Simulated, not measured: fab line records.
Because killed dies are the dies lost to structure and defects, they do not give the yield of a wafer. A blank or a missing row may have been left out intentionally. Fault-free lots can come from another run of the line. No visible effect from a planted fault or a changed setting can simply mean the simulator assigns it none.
Chamber matching | flow n5_finfet | N5_BEOL_M2_ETCH_64 on rie_diel-06 has 4 sister chambers
The step etches SOC in N2/H2, target depth 75 nm, overetch 22.5 nm, time 121.9 s. 8 wafers are shown with their chamber, then 8 later ones without.

WAFERS, EACH WITH ITS CHAMBER
wafer  | chamber | throttle_valve_pct (%) | rf_vpp_V (V)
L080.3 | 3       | 17.58                  | 519.3
L082.3 | 3       | 17.61                  | 520.0
L084.2 | 1       | 18.22                  | 522.0
L084.6 | 2       | 17.54                  | 527.7
L085.1 | 2       | 17.55                  | 528.8
L085.2 | 0       | 18.00                  | 526.4
L085.3 | 1       | 18.19                  | 523.5
L088.1 | 0       | 18.01                  | 527.1

WAFERS MISSING THEIR CHAMBER
wafer  | throttle_valve_pct (%) | rf_vpp_V (V)
L088.4 | 17.56                  | 528.1
L088.5 | 17.54                  | 527.2
L092.1 | 17.55                  | 528.0
L092.2 | 17.63                  | 519.8
L092.5 | 18.23                  | 522.2
L093.1 | 17.57                  | 529.9
L093.2 | 18.04                  | 526.2
L093.5 | 18.03                  | 528.6

WHICH CHAMBER EACH WENT THROUGH
wafer  | from the rows above | in truth
L088.4 | 2                   | 2
L088.5 | 2                   | 2
L092.1 | 2                   | 2
L092.2 | 3                   | 3
L092.5 | 1                   | 1
L093.1 | 2                   | 2
L093.2 | 0                   | 0
L093.5 | 0                   | 0
Correct placement for 8 of the 8. Left unplaced by these rows: 0. Wrongly placed: 0.
How it was worked out, from the rows above alone: a wafer's distance from a chamber is the root of the sum, over the readings, of the square of ((its reading less the chamber's mean) divided by the reading's scatter). The wafer belongs to the nearest chamber; if the next one is less than 2 further off, it can't be placed. A chamber's mean is the mean of its shown wafers. The scatter: take each reading less its chamber's mean, square it, sum over the shown wafers, divide by the number of wafers less the number of chambers, and take the root.
